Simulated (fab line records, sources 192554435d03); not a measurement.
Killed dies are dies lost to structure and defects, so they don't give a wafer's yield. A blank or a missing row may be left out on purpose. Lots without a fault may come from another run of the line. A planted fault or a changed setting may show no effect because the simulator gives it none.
Chamber matching | flow n5_finfet | N5_BEOL_M5_PRE_CLEAN_77 on cvd_co-02: 3 sister chambers
The step time 15 s. 6 wafers are shown with their chamber, then 11 later ones without.

WAFERS WITH THEIR CHAMBER
wafer  | chamber | heater_power_w (W)
L080.6 | 2       | 60
L083.1 | 2       | 61
L084.1 | 1       | 118
L084.2 | 0       | 79
L084.4 | 0       | 79
L087.2 | 1       | 118

WAFERS WITHOUT THEIR CHAMBER
wafer  | heater_power_w (W)
L087.3 | 59
L087.5 | 61
L089.2 | 63
L089.4 | 61
L089.5 | 121
L096.1 | 111
L096.2 | 82
L096.3 | 63
L097.4 | 112
L097.5 | 82
L097.6 | 62

WHICH CHAMBER EACH WENT THROUGH
wafer  | from the rows above | in truth
L087.3 | 2                   | 2
L087.5 | 2                   | 2
L089.2 | 2                   | 2
L089.4 | 2                   | 2
L089.5 | 1                   | 1
L096.1 | 1                   | 1
L096.2 | 0                   | 0
L096.3 | 2                   | 2
L097.4 | 1                   | 1
L097.5 | 0                   | 0
L097.6 | 2                   | 2
Placed correctly: 11 of 11. Can't be placed from these rows: 0. Placed wrongly: 0.
How it was worked out, from the rows above alone: a wafer's distance from a chamber is the root of the sum, over the readings, of the square of ((its reading less the chamber's mean) divided by the reading's scatter). The wafer belongs to the nearest chamber; if the next one is less than 2 further off, it can't be placed. A chamber's mean is the mean of its shown wafers. The scatter: the root of (the sum of the squares of (reading less its chamber's mean) over the shown wafers, divided by (wafers less chambers)).
